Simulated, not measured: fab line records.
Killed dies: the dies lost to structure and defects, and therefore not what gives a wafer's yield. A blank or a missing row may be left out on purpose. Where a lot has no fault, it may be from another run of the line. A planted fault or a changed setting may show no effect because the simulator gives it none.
fab line records :: flow n5-finfet
record
  lots=4
  wafers=12
  last-day=16
route steps=1938 shown SDB@359 DUMMY_REMOVAL@377 HKMG_FIN@385 PASSIVATION@1936
lots that met no fault: from a run of the same line without faults
start-h: hours from the record's opening day to when the first of the lot's shown wafers began :: wait-h: time in hours since the lot's previous step :: " unchanged from the row above :: L1.1+2: a single row standing in for several wafers :: - no value, or no start given :: * or withheld: withheld :: < > ~ a bound
route shown NAME@n: a module of which the file shows steps, and the number in the route of the first :: usual: mean/standard deviation of fault-free wafers :: same: alike in all rows :: chamber/n: place in a boat :: sites: each site's reading :: _std_site: the values' standard deviation :: _edge_site: the outer-site mean with the inner-site mean subtracted :: radius-mm: how far each site lies from the wafer's centre :: mask NAME#n: copy n :: behind: tool/chamber where the wafer was last shaped :: hold: reason for holding the lot/hours on hold/outcome of the hold :: device: the transistor (n, p or np) that didn't switch :: end of line: the route-end tests of the same wafers :: a step given without rows: its recipe and nothing more :: killed: count of dies lost to structure and defects at first sort (not the wafer's yield) :: map: a wafer's dies, marking killed ones x, the rest . and places with no die _
set.NAME: the run value of the setting; set.NAME@STEP: its run value at that earlier step :: model.NAME: the simulator's own value behind a step, which no gauge read
lots at some steps of the route; a table a step, a row a wafer
## steps
# step N5_SDB_DESCUM_16
# recipe
  chemistry=O2
  time-s=7.9
  source-power-w=50
  bias-power-w=20
  pressure-mtorr=20
  rf-frequency-hz=2.712e+07
  temp-c=40
  resist=CAR-ArF
  o2-flow-sccm=225
# step N5_SDB_ETCH_17
# recipe
  chemistry=CF4
  target=SiARC
  target-depth-a=234
  mask-material=CAR-ArF
  time-s=39
  ion-energy-ev=80
  pressure-mtorr=40
  source-w=545
  bias-w=36
  Ar_flow_sccm=100
  cf4-flow-sccm=100
  ends=cleared
# step N5_SDB_ETCH_18
# recipe
  chemistry=N2/H2
  target=SOC
  target-depth-a=1000
  overetch-a=200
  mask-material=SiARC
  temp-c=40
  time-s=150
  ion-energy-ev=200
  pressure-mtorr=30
  source-w=840
  bias-w=150
  n2-flow-sccm=200
  h2-flow-sccm=200
# step N5_SDB_STRIP_19
# recipe
  chemistry=N2/H2
  temp-c=40
  n2-flow-sccm=200
  h2-flow-sccm=200
  rf-frequency-hz=6e+07
# step N5_SDB_STRIP_21
# recipe
  chemistry=CF4
  resist=SiARC
  power-w=300
  bias-power-w=75
  pressure-mtorr=50
  cf4-flow-sccm=150
  rf-frequency-hz=6e+07
# step N5_SDB_HM_OPEN_20
# recipe
  chemistry=CH3F/O2
  target=SiNx
  mask-material=SOC
  target-depth-a=240
  stop-on=poly-Si
  over-etch-frac=0.4
  ion-energy-ev=120
  pressure-mtorr=30
  source-w=395
  bias-w=73
  Ar_flow_sccm=150
  CH3F_flow_sccm=30
  O2_flow_sccm=20
# step N5_SDB_STRIP_22
# recipe
  chemistry=N2/H2
  power-w=1000
  temp-c=250
  h2-frac=0.65
  overash-fraction=0.3
  pressure-mtorr=withheld
  n2-flow-sccm=1750
  h2-flow-sccm=3250
# step N5_SDB_PRECLEAN_23
# recipe
  chemistry=dHF
  time-s=30
  temp-c=25
  dilution=withheld
# step N5_SDB_DUMMY_REMOVE_24
# recipe
  chemistry=TMAH
  temp-c=70
  target=poly-Si
  stop-on=SiO2
  target-depth-nm=142
  conc-wt-pct=5
  time-s=57
  dry=ipa-marangoni
  rinse-time-s=30
  rinse-temp-c=23
# step N5_SDB_ETCH_25
# recipe
  chemistry=C4F6/O2
  target=SiO2
  target-depth-a=100
  time-s=3.3
  ion-energy-ev=250
  mask-material=SiNx
  pressure-mtorr=30
  source-w=345
  bias-w=185
  Ar_flow_sccm=300
  C4F6_flow_sccm=10
  O2_flow_sccm=10
# step N5_SDB_CUT_ETCH_26
# recipe
  chemistry=HBr/Cl2/O2
  target=Si
  target-depth-a=1296
  bt-time-s=20
  mask-material=SiNx
  time-s=51.8
  ion-energy-ev=*
  bias-w=*
  pressure-mtorr=10
  icp-w=800
  HBr_flow_sccm=150
  Cl2_flow_sccm=80
  O2_flow_sccm=12
# step N5_SDB_PRECLEAN_38
# recipe
  chemistry=dHF
  time-s=10
  dilution=750:1
  temp-c=25
# usual
  bath-heat-duty-pct=6.3/0.86
# same
  time-s=10
lot.wafer: L120.1
tool: wet-bench-04
chamber: 5
start-h: 87.22
wait-h: 0.1
bath-heat-duty-pct: 6.3

lot.wafer: L120.2
tool: wet-bench-04
chamber: 7
start-h: 87.22
wait-h: 0.1
bath-heat-duty-pct: 7.2

lot.wafer: L120.3
tool: wet-bench-04
chamber: 0
start-h: 87.22
wait-h: 0.1
bath-heat-duty-pct: 5.3

lot.wafer: L126.1
tool: wet-bench-03
chamber: 0
start-h: 122.81
wait-h: 0.1
bath-heat-duty-pct: 6.2

lot.wafer: L126.3
tool: wet-bench-03
chamber: 6
start-h: 122.81
wait-h: 0.1
bath-heat-duty-pct: 5.1

lot.wafer: L126.4
tool: wet-bench-03
chamber: 4
start-h: 122.81
wait-h: 0.1
bath-heat-duty-pct: 6.0

lot.wafer: L131.1
tool: wet-bench-03
chamber: 0
start-h: 150.84
wait-h: 0.1
bath-heat-duty-pct: 5.7

lot.wafer: L131.3
tool: wet-bench-03
chamber: 6
start-h: 150.84
wait-h: 0.1
bath-heat-duty-pct: 5.5

lot.wafer: L131.5
tool: wet-bench-03
chamber: 1
start-h: 150.84
wait-h: 0.1
bath-heat-duty-pct: 6.6

lot.wafer: L133.3
tool: wet-bench-03
chamber: 1
start-h: 168.14
wait-h: 0.1
bath-heat-duty-pct: 5.5

lot.wafer: L133.4
tool: wet-bench-03
chamber: 2
start-h: 168.14
wait-h: 0.1
bath-heat-duty-pct: 5.4

lot.wafer: L133.5
tool: wet-bench-03
chamber: 3
start-h: 168.14
wait-h: 0.1
bath-heat-duty-pct: 6.3
# step N5_SDB_PRECLEAN_39
# recipe
  chemistry=O3/DIW
  time-s=45
  temp-c=22
  o3-ppm=10
# step N5_SDB_SRD_28
# recipe
  dry=ipa-marangoni
  time-s=30
  temp-c=23
  rinse-liquid=diw
# step N5_SDB_ALD_29
# recipe
  material=SiNx
  target-thk-a=300
  temp-c=400
  ald-precursor-family=SiH2I2
  ald-co-reactant=N2/H2-plasma
  pulse-time-s=1
  ald-cycles=600
  purge-time-s=2
  co-reactant-purge-time-s=2
  pressure-torr=2
# step N5_SDB_CMP_30
# recipe
  stop-on=poly-Si
  t-overpolish-s=1.54
  post-cmp-clean=alkaline-brush
  down-force-psi=4.1491
  platen-rpm=51.796
  pad-velocity-m-s=1.0306
  target-thk-nm=30
# step N5_DUMMY_REMOVAL_HM_STRIP_01
# recipe
  chemistry=CH3F/O2
  material=SiNx
  target-depth-a=40
  stop-on=poly-Si
  time-s=6.8
  over-etch-frac=0.3
  ion-energy-ev=60
  power-w=410
  bias-w=29
  Ar_flow_sccm=150
  CH3F_flow_sccm=30
  O2_flow_sccm=20
# step N5_DUMMY_REMOVAL_STRIP_10
# recipe
  chemistry=N2/H2
  time-s=40
  power-w=100
  temp-c=40
  pressure-mtorr=100
  rf-frequency-hz=6e+07
  bias-power-w=3
  n2-flow-sccm=300
  h2-flow-sccm=300
# step N5_DUMMY_REMOVAL_PRECLEAN_07
# recipe
  chemistry=dHF
  time-s=30
  temp-c=25
  dilution=withheld
# step N5_DUMMY_REMOVAL_DUMMY_REMOVE_02
# recipe
  chemistry=TMAH
  temp-c=70
  target=poly-Si
  stop-on=SiO2
  target-depth-nm=142
  conc-wt-pct=5
  time-s=57
  dry=ipa-marangoni
  rinse-time-s=30
  rinse-temp-c=23
# step N5_DUMMY_REMOVAL_PRECLEAN_08
# recipe
  chemistry=NF3:NH3
  afs-cycles=2
  temp-c=30
  time-s=20
  sublimation-temp-c=180
  sublimation-time-s=60
  pressure-torr=3
  rf-power-w=30
# step N5_DUMMY_REMOVAL_PRECLEAN_04
# recipe
  chemistry=DHF
  time-s=37
  temp-c=25
  dilution=500:1
# step N5_DUMMY_REMOVAL_SRD_05
# recipe
  dry=ipa-marangoni
  do-ppb=5
  time-s=30
  temp-c=23
  rinse-liquid=diw
# step N5_HKMG_FIN_IL_REGROW_00
# recipe
  material=SiO2
  target-thk-a=7.5
  chemistry=O3
  temp-c=withheld
  time-s=30
# step N5_HKMG_FIN_HK_ALD_01
# recipe
  material=HfO2
  target-thk-a=16
  temp-c=withheld
  ald-precursor-family=HfCl4
  ald-co-reactant=H2O
  pulse-time-s=3
  purge-time-s=3
  co-reactant-purge-time-s=2.5
  co-reactant-pulse-time-s=0.3
  ald-cycles=30
# step N5_HKMG_FIN_HK_ANNEAL_02
# recipe
  temp-c=700
  time-s=30
  ambient=N2
  idle-temp-c=600
  ramp-up-c-per-s=150
  ramp-down-c-per-s=60
  cool-to-c=600
# step N5_HKMG_FIN_ALD_74
# recipe
  material=La2O3
  target-thk-a=5
  temp-c=250
  ald-precursor-family=La-Cp
  ald-co-reactant=O3
  pulse-time-s=6
  co-reactant-pulse-time-s=1
  purge-time-s=3
  co-reactant-purge-time-s=3
# step N5_HKMG_FIN_ALD_75
# recipe
  material=Al2O3
  target-thk-a=10
  temp-c=150
  ald-precursor-family=TMA
  ald-co-reactant=H2O
  pulse-time-s=withheld
  co-reactant-pulse-time-s=1
# step N5_HKMG_FIN_COAT_41
# recipe
  resist=SOC
  temp-c=250
  time-s=60
  spin-rpm=1500
  resist-thk-nm=300
# step N5_HKMG_FIN_COAT_42
# recipe
  resist=SiARC
  temp-c=220
  time-s=60
  spin-rpm=1500
  resist-thk-nm=35
# step N5_HKMG_FIN_COAT_43
# recipe
  resist=CAR-ArF
  spin-rpm=1500
  resist-thk-nm=90
# step N5_HKMG_FIN_EBR_45
# recipe
  solvent=PGMEA
  ebr-width-mm=1.5
# step N5_HKMG_FIN_SOFTBAKE_44
# recipe
  temp-c=110
  time-s=60
  resist=CAR-ArF
# step N5_HKMG_FIN_EXPOSE_46
# recipe
  mask-id=NDIPOLE
  na=1.35
  source-shape=conventional
  sigma-outer=0.8
  polarization=unpolarized
  dose-mj=40
# step N5_HKMG_FIN_PEB_47
# recipe
  peb-temp-c=withheld
  peb-time-s=60
  resist=CAR-ArF
# step N5_HKMG_FIN_DEVELOP_48
# recipe
  develop-time-s=30
  developer=TMAH
  resist=CAR-ArF
  rinse-liquid=diw
  dry=air-spin
  dev-temp-c=23
# step N5_PASSIVATION_PROBE_49
# usual
  defect-limited-yield=91.2/1.6
  killed_at_M0_to_M3=33/11
  killed_at_M4_up=15/6.2
  killed-at-contacts=15/7.1
  killed-at-front-end=38/12
  killed-at-other=4/3.5
  killed-dies=104/19
  killed-on-rim=14/4
  killed-open=69/14
  killed-short=34/8.5
  sort_bin_5_function=5.2/0.99
  sort_bin_6_memory=3.3/0.77
  sort-n-pass=1076/19
  sort-yield-pct=91.2/1.6
# same
  gross-dies=1180
  killed-at-back-side=0
  sort_bin_4_leakage[%]=0
  sort_bin_8_speed[%]=0
lot.wafer: L120.1
tool: prober-02
chamber: -
start-h: 293.59
wait-h: 0.0
defect-limited-yield[%]: 90.2
killed_at_M0_to_M3: 44
killed_at_M4_up: 5
killed-at-contacts: 18
killed-at-front-end: 36
killed-at-other: 13
killed-dies: 116
killed-on-rim: 13
killed-open: 87
killed-short: 29
sort_bin_5_function[%]: 5.2
sort_bin_6_memory[%]: 4.6
sort-n-pass: 1064
sort-yield-pct[%]: 90.2

lot.wafer: L120.2
tool: prober-02
chamber: -
start-h: 293.64
wait-h: 0.1
defect-limited-yield[%]: 90.2
killed_at_M0_to_M3: 28
killed_at_M4_up: 9
killed-at-contacts: 17
killed-at-front-end: 53
killed-at-other: 9
killed-dies: 116
killed-on-rim: 14
killed-open: 77
killed-short: 39
sort_bin_5_function[%]: 5.5
sort_bin_6_memory[%]: 3.7
sort-n-pass: 1064
sort-yield-pct[%]: 90.2

lot.wafer: L120.3
tool: prober-02
chamber: -
start-h: 293.69
wait-h: 0.1
defect-limited-yield[%]: 87.2
killed_at_M0_to_M3: 55
killed_at_M4_up: 8
killed-at-contacts: 24
killed-at-front-end: 58
killed-at-other: 6
killed-dies: 151
killed-on-rim: 24
killed-open: 98
killed-short: 51
sort_bin_5_function[%]: 6.7
sort_bin_6_memory[%]: 5.7
sort-n-pass: 1029
sort-yield-pct[%]: 87.2

lot.wafer: L126.1
tool: prober-01
chamber: -
start-h: 343.86
wait-h: 0.0
defect-limited-yield[%]: 91.5
killed_at_M0_to_M3: 34
killed_at_M4_up: 19
killed-at-contacts: 22
killed-at-front-end: 19
killed-at-other: 6
killed-dies: 100
killed-on-rim: 10
killed-open: 64
killed-short: 32
sort_bin_5_function[%]: 4.7
sort_bin_6_memory[%]: 3.4
sort-n-pass: 1080
sort-yield-pct[%]: 91.5

lot.wafer: L126.3
tool: prober-01
chamber: -
start-h: 343.96
wait-h: 0.1
defect-limited-yield[%]: 92.3
killed_at_M0_to_M3: 33
killed_at_M4_up: 23
killed-at-contacts: 19
killed-at-front-end: 14
killed-at-other: 2
killed-dies: 91
killed-on-rim: 12
killed-open: 61
killed-short: 28
sort_bin_5_function[%]: 4.2
sort_bin_6_memory[%]: 3.2
sort-n-pass: 1089
sort-yield-pct[%]: 92.3

lot.wafer: L126.4
tool: prober-01
chamber: -
start-h: 344.01
wait-h: 0.2
defect-limited-yield[%]: 92.9
killed_at_M0_to_M3: 36
killed_at_M4_up: 9
killed-at-contacts: 14
killed-at-front-end: 23
killed-at-other: 2
killed-dies: 84
killed-on-rim: 5
killed-open: 60
killed-short: 24
sort_bin_5_function[%]: 4.3
sort_bin_6_memory[%]: 2.5
sort-n-pass: 1096
sort-yield-pct[%]: 92.9

lot.wafer: L133.3
tool: prober-02
chamber: -
start-h: 370.39
wait-h: 0.8
defect-limited-yield[%]: 84.2
killed_at_M0_to_M3: 47
killed_at_M4_up: 19
killed-at-contacts: 8
killed-at-front-end: 113
killed-at-other: 0
killed-dies: 187
killed-on-rim: 32
killed-open: 68
killed-short: 42
sort_bin_5_function[%]: 9.8
sort_bin_6_memory[%]: 4.2
sort-n-pass: 993
sort-yield-pct[%]: 84.2

lot.wafer: L133.4
tool: prober-02
chamber: -
start-h: 370.44
wait-h: 0.9
defect-limited-yield[%]: 82.8
killed_at_M0_to_M3: 24
killed_at_M4_up: 16
killed-at-contacts: 10
killed-at-front-end: 153
killed-at-other: 0
killed-dies: 203
killed-on-rim: 13
killed-open: 53
killed-short: 26
sort_bin_5_function[%]: 11.7
sort_bin_6_memory[%]: 4.2
sort-n-pass: 977
sort-yield-pct[%]: 82.8

lot.wafer: L133.5
tool: prober-02
chamber: -
start-h: 370.49
wait-h: 0.9
defect-limited-yield[%]: 83.6
killed_at_M0_to_M3: 16
killed_at_M4_up: 12
killed-at-contacts: 11
killed-at-front-end: 154
killed-at-other: 1
killed-dies: 194
killed-on-rim: 32
killed-open: 56
killed-short: 18
sort_bin_5_function[%]: 11.4
sort_bin_6_memory[%]: 2.7
sort-n-pass: 986
sort-yield-pct[%]: 83.6

lot.wafer: L131.1
tool: prober-02
chamber: -
start-h: 375.12
wait-h: 0.0
defect-limited-yield[%]: 84.3
killed_at_M0_to_M3: 45
killed_at_M4_up: 20
killed-at-contacts: 14
killed-at-front-end: 98
killed-at-other: 8
killed-dies: 185
killed-on-rim: 33
killed-open: 92
killed-short: 43
sort_bin_5_function[%]: 10.2
sort_bin_6_memory[%]: 3.8
sort-n-pass: 995
sort-yield-pct[%]: 84.3

lot.wafer: L131.3
tool: prober-02
chamber: -
start-h: 375.22
wait-h: 0.1
defect-limited-yield[%]: 80.8
killed_at_M0_to_M3: 20
killed_at_M4_up: 11
killed-at-contacts: 9
killed-at-front-end: 184
killed-at-other: 3
killed-dies: 227
killed-on-rim: 28
killed-open: 78
killed-short: 43
sort_bin_5_function[%]: 11.4
sort_bin_6_memory[%]: 5.1
sort-n-pass: 953
sort-yield-pct[%]: 80.8

lot.wafer: L131.5
tool: prober-02
chamber: -
start-h: 375.32
wait-h: 0.2
defect-limited-yield[%]: 84.0
killed_at_M0_to_M3: 30
killed_at_M4_up: 11
killed-at-contacts: 8
killed-at-front-end: 132
killed-at-other: 8
killed-dies: 189
killed-on-rim: 35
killed-open: 61
killed-short: 51
sort_bin_5_function[%]: 9.7
sort_bin_6_memory[%]: 4.1
sort-n-pass: 991
sort-yield-pct[%]: 84.0
# killed by level:class
L120.1 STI_FIN_REVEAL:geometric-particle:open=17 MOL_CONTACT_COAG:geometric-particle:open=17 BEOL_M2:geometric-particle:open=15 BEOL_M1:geometric-particle:open=9 MIM_TOP_ETCH:geometric-particle:open=8 GATE_CUT:geometric-particle:open=5 BEOL_M0:geometric-particle:open=5 MIM_TOP_ETCH:geometric-particle:short=5
L120.2 STI_FIN_REVEAL:geometric-particle:open=20 MOL_CONTACT_COAG:geometric-particle:open=14 BEOL_M2:geometric-particle:open=8 BEOL_M0_SAQP:geometric-particle:short=7 FIN_SAQP:geometric-particle:open=6 STI_FIN_REVEAL:geometric-particle:short=6 BEOL_M0:geometric-particle:open=6 GATE_CUT:geometric-particle:short=5
L120.3 MOL_CONTACT_COAG:geometric-particle:open=22 STI_FIN_REVEAL:geometric-particle:open=21 BEOL_M0_SAQP:geometric-particle:short=13 BEOL_M2:geometric-particle:open=11 BEOL_M1:geometric-particle:open=10 BEOL_M0_SAQP:geometric-particle:open=9 GATE_CUT:geometric-particle:short=7 STARTING-WAFER:geometric-particle:short=7
L126.1 MOL_CONTACT_COAG:geometric-particle:open=16 BEOL_M0_SAQP:geometric-particle:open=9 BEOL_M2:geometric-particle:open=7 MOL_CONTACT_COAG:geometric-particle:short=6 BEOL_M0_SAQP:geometric-particle:short=5 BEOL_M4:geometric-particle:open=5 BEOL_M5:geometric-particle:open=4 FIN_SAQP:geometric-particle:short=3
L126.3 MOL_CONTACT_COAG:geometric-particle:open=13 BEOL_M0_SAQP:geometric-particle:short=9 BEOL_M1:geometric-particle:open=7 MOL_CONTACT_COAG:geometric-particle:short=6 BEOL_M2:geometric-particle:open=6 BEOL_M5:geometric-particle:open=6 BEOL_M3:geometric-particle:open=5 BEOL_M4:geometric-particle:open=5
L126.4 MOL_CONTACT_COAG:geometric-particle:open=12 BEOL_M0_SAQP:geometric-particle:short=8 BEOL_M0_SAQP:geometric-particle:open=7 BEOL_M1:geometric-particle:open=6 BEOL_M3:geometric-particle:open=5 BEOL_M4:geometric-particle:open=5 FIN_SAQP:geometric-particle:open=4 STI_FIN_REVEAL:geometric-particle:open=4
L133.3 SDB:unspecified=76 BEOL_M2:geometric-particle:short=10 BEOL_M4:geometric-particle:open=10 BEOL_M0:geometric-particle:open=9 BEOL_M0_SAQP:geometric-particle:short=9 BEOL_M2:geometric-particle:open=8 MOL_CONTACT_COAG:geometric-particle:open=7 DUMMY_GATE:geometric-particle:open=7
L133.4 SDB:unspecified=123 FIN_SAQP:geometric-particle:open=10 BEOL_M4:geometric-particle:open=9 MOL_CONTACT_COAG:geometric-particle:open=8 BEOL_M2:geometric-particle:short=6 BEOL_M2:geometric-particle:open=6 STI_FIN_REVEAL:geometric-particle:open=5 FIN_SAQP:geometric-particle:short=4
L133.5 SDB:unspecified=118 MOL_CONTACT_COAG:geometric-particle:open=11 FIN_SAQP:geometric-particle:open=10 DUMMY_GATE:geometric-particle:open=7 BEOL_M1:geometric-particle:open=5 BEOL_M4:geometric-particle:open=5 GATE_CUT:geometric-particle:short=4 FIN_SAQP:geometric-particle:short=3
L131.1 SDB:unspecified=48 STI_FIN_REVEAL:geometric-particle:open=15 FIN_SAQP:geometric-particle:open=11 MOL_CONTACT_COAG:geometric-particle:open=11 BEOL_M3:geometric-particle:open=8 BEOL_M0_SAQP:geometric-particle:short=8 BEOL_M0_SAQP:geometric-particle:open=7 FIN_SAQP:geometric-particle:short=6
L131.3 SDB:unspecified=105 FIN_SAQP:geometric-particle:open=23 STI_FIN_REVEAL:geometric-particle:open=19 FIN_SAQP:geometric-particle:short=15 STI_FIN_REVEAL:geometric-particle:short=9 MOL_CONTACT_COAG:geometric-particle:open=7 BEOL_M0_SAQP:geometric-particle:open=6 BEOL_M3:geometric-particle:short=4
L131.5 SDB:unspecified=77 FIN_SAQP:geometric-particle:short=13 STI_FIN_REVEAL:geometric-particle:open=13 FIN_SAQP:geometric-particle:open=9 BEOL_M0_SAQP:geometric-particle:short=9 BEOL_M1:geometric-particle:open=7 MOL_CONTACT_COAG:geometric-particle:open=6 BEOL_M4:geometric-particle:open=4
# map L131.3 (x killed, . not)
_________________.........x..________________
______________.................._____________
___________.....x.....xx.......x...__________
__________.........x..x.....x.....x._________
________..x.........x....x.....x.x...x_______
_______.........................x..x...______
______xx..x................x.......x...._____
_____x.x.xxxx..........x....x...x.....x..____
____xxxxxxxxx....x..x...x.............x...___
___xxxxxxxxxxx.x.x...xx....................__
___xxxxxxxxxxxxxx.........x................__
__xxxxxxxxxxxx....x........................._
__xxxxxxxxxxxxx.x....x......x.........xx...._
_.xxxxxxxxxx..x..................x...x.....x.
_xxxxxxxxxxxxxx....x..................x.....x
_..x..xxxxxxxx.xx...x.......x...............x
_x...xxxx..x..................x.x....x.......
_.x.x....x.x.x..x...x.....xx.................
_.....x.........................x...x........
_.......xxx..x..................x....x.......
_........x.x...x....................x......x.
__...........x.....x.x............x.x......._
__.....x...x.............x.................x_
___..................x.....................__
___....x........................x..xx..xx..__
____.....xx................x....x......x..___
_____............x....................x..____
______....x.x.........x....x............_____
_______...x..........x................x______
________.......x.xx...x..x.........x.._______
__________..x................x......_________
___________........................__________
______________....x..x.xx...x..._____________
_________________...........x________________
# map L133.4 (x killed, . not)
_________________............________________
______________x................._____________
___________...x.x..xx......x.......__________
__________x........................._________
________.............................._______
_______.....x..xx........x.............______
______............x................x...._____
_____.x.........x.....xx.x..x............____
____........x....x.xxxxx.x....x...x.......___
___.......x..x..x..xxxxxx.xx........x......__
___...........xx.xxxxxxxxxxx...............__
__..x......x...xxxxxxxxxxxxxx.......x......._
__........x.x..xxxxxxxxxxxxxxx.............._
_..........x..xxxxxxxxxxxxxx......x..........
_...............xxxxxxxxxxxxx...x...x.x......
_..x.x......x...xxxxxxxxxxx.......x..........
_.x..x.......x.x.xxxxxxxx.x...x..............
_x......x.........xx.xxxxxx..................
_..x..x.......x...xxxxxx.x..x...x............
_......x..........x.....x.............x..x..x
_...................x.x....................x.
__......x..................................._
__...........x..........................x..._
___...x..x......x...............x.........x__
___..........x.............................__
____.x....x..........x.x..................___
_____..............................xx....____
______.................................._____
_______.............x................x.______
________.......................x......_______
__________.....x................x..._________
___________........................__________
______________...............x.._____________
_________________....x......x________________
## key
first-sign
  step=N5_PASSIVATION_PROBE_49
  reading=killed-at-front-end
  direction=up
  sigmas=8.4
  usual=38
  struck=139
effect
  step=N5_PASSIVATION_PROBE_49
  reading=defect-limited-yield
  direction=down
  sigmas=4.9
  usual=91.2
  struck=83.3
more-kills-born-at
  N5_SDB_PRECLEAN_38@wet-bench-03=547
met-at N5_SDB_PRECLEAN_38
struck-wafers L131.1,L131.3,L131.5,L133.3,L133.4,L133.5
onset-between 122.81 150.84
also-fits time
fault
  kind=chamber-particle-source
  tool=wet-bench-03
  chamber=-
  onset-h=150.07
  steps=N5_SDB_PRECLEAN_38
  rate-per-visit-cm2=0.80079
  end-h=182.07
